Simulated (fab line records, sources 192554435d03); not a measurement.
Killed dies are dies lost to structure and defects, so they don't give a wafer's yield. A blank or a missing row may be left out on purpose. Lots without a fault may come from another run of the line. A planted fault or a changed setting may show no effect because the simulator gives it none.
A struck lot beside a sound one | flow n5_finfet | 34 steps out of a route of 1938
Sound: wafers L474.4, L474.5, L474.6. Struck: wafers L483.2, L483.5, L483.6. The cause comes at the end.
At each step with rows: each side's tool, then ch and its chambers, then its first start. Under that, the readings that differ: sound wafers | struck wafers | difference of the means | sigmas: that difference in standard deviations of wafers without a fault.
alike: readings whose means differ by less than 2 such deviations, and words and numbers that are the same on both sides. not compared: withheld readings, readings that some wafer has no value for, bounds like >300 that may hide the same value, and numbers for which the record gives no deviation and whose values overlap.
The two part at a step that has a row with sigmas, a row that says differs or no value, or rows on one side only. Numbers that don't overlap but have no deviation are shown without sigmas and don't part them. A reading that every wafer of one side lacks parts them only if that side has two wafers or more.

first, 11 steps without rows for these wafers: N5_MOL_CONTACT_COAG_ETCH_91 (etches SOC in N2/H2, target depth 60 nm, overetch 21 nm, time 101.2 s); N5_MOL_CONTACT_COAG_STRIP_92 (strips in N2/H2); N5_MOL_CONTACT_COAG_STRIP_93 (strips in N2/H2); N5_MOL_CONTACT_COAG_ETCHBACK_135 (etches SiO2 in CHF3, target depth 25 nm, time 16.7 s); N5_MOL_CONTACT_COAG_STRIP_118 (strips in CHF3); N5_MOL_CONTACT_COAG_VIA_ETCH_46 (etches SiO2 in C4F6/O2, target depth 46 nm, overetch 9.2 nm, time 40 s); N5_MOL_CONTACT_COAG_STRIP_96 (strips in N2/H2); N5_MOL_CONTACT_COAG_ETCH_47 (etches SiNx in CH3F/O2, stops on W, target depth 27 nm); N5_MOL_CONTACT_COAG_STRIP_119 (strips in N2/H2, time 30 s); N5_MOL_CONTACT_COAG_PRECLEAN_144 (cleans in alkaline clean, time 60 s); N5_MOL_CONTACT_COAG_SRD_145 (time 30 s).
N5_MOL_CONTACT_COAG_COAT_62: time 60 s, resist thk 60 nm.
  sound on litho_track-03 ch 0, day 6 14:23; struck on litho_track-03 ch 0, day 8 21:14
  reading                                           | sound                | struck               | difference | sigmas
  spin_speed_rpm (rpm)                              | 1501.2 1501.0 1498.6 | 1582.3 1581.6 1581.0 | +81.4      | +74
  model.SOC_of_MOL_CONTACT_COAG_COAT_62.thk_nm (nm) | 59.8 59.8 59.8       | 58.8 58.6 58.6       | -1.1       |
  alike: resist_line_temp_C
then, 13 steps without rows for these wafers: N5_MOL_CONTACT_COAG_COAT_63 (time 60 s, resist thk 10 nm); N5_MOL_CONTACT_COAG_COAT_64 (time 60 s, resist thk 10 nm); N5_MOL_CONTACT_COAG_COAT_34 (resist thk 40 nm); N5_MOL_CONTACT_COAG_EBR_36; N5_MOL_CONTACT_COAG_SOFTBAKE_35 (time 60 s); N5_MOL_CONTACT_COAG_EXPOSE_37 (exposes mask VD, defocus 0 nm); N5_MOL_CONTACT_COAG_PEB_38 (peb time 60 s); N5_MOL_CONTACT_COAG_DEVELOP_39 (develop time 30 s); N5_MOL_CONTACT_COAG_DESCUM_45 (chemistry O2, time 7 s); N5_MOL_CONTACT_COAG_ETCH_65 (etches underlayer in N2/H2, target depth 13 nm, time 10.4 s); N5_MOL_CONTACT_COAG_ETCH_66 (etches SiARC in CF4, target depth 13 nm, time 21.7 s); N5_MOL_CONTACT_COAG_ALD_133 (deposits SiO2, target thk 5 nm, pulse time 1 s, co reactant pulse time 1 s); N5_MOL_CONTACT_COAG_ETCHBACK_134 (etches SiO2 in CHF3, target depth 10 nm, time 6.7 s).
N5_MOL_CONTACT_COAG_ETCH_67: etches SOC in N2/H2, target depth 60 nm, overetch 21 nm, time 101.2 s.
  sound on rie_diel-05 ch 1,2,3, day 6 15:17; struck on rie_diel-02 ch 0,2,3, day 8 22:00
  reading                  | sound           | struck            | difference | sigmas
  model.etch.depth_nm (nm) | 59.8 59.86 59.9 | 58.71 58.57 58.56 | -1.24      |
  alike: drypump_motor_current_A, oes_product_au, rf_vpp_V, showerhead_plenum_p_Torr, throttle_valve_pct
  not compared: rf_hours_counter_h
then, 6 steps without rows for these wafers: N5_MOL_CONTACT_COAG_STRIP_68 (strips in N2/H2); N5_MOL_CONTACT_COAG_STRIP_69 (strips in N2/H2); N5_MOL_CONTACT_COAG_ETCHBACK_136 (etches SiO2 in CHF3, target depth 25 nm, time 16.7 s); N5_MOL_CONTACT_COAG_STRIP_120 (strips in CHF3); N5_MOL_CONTACT_COAG_VIA_ETCH_117 (etches SiO2 in C4F6/O2, target depth 40 nm, overetch 8 nm, time 26 s); N5_MOL_CONTACT_COAG_ETCH_124 (etches SiNx in CH3F/O2, stops on SiOC, target depth 6.5 nm).
N5_MOL_CONTACT_COAG_ETCH_48: etches SiOC in C4F6/O2, target depth 15 nm, overetch 4.5 nm, time 17 s.
  sound on rie_diel-05 ch 1,2,3, day 6 15:28; struck on rie_diel-02 ch 0,2,3, day 8 22:11
  alike: drypump_motor_current_A, oes_product_au, rf_vpp_V, showerhead_plenum_p_Torr, throttle_valve_pct
  not compared: rf_hours_counter_h, model.SOC_of_MOL_CONTACT_COAG_COAT_62.thk_nm
then, 1 step without rows for these wafers: N5_MOL_CONTACT_COAG_STRIP_72 (strips in N2/H2).

WHERE THEY PART
Only at N5_MOL_CONTACT_COAG_COAT_62, within this record. Later steps at which nothing parts them and some readings are alike: N5_MOL_CONTACT_COAG_ETCH_67, N5_MOL_CONTACT_COAG_ETCH_48.

WHY: what the simulator had put in
Process parameter drift: litho_track-03, from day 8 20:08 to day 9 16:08, at N5_MOL_CONTACT_COAG_COAT_62. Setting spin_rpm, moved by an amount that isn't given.
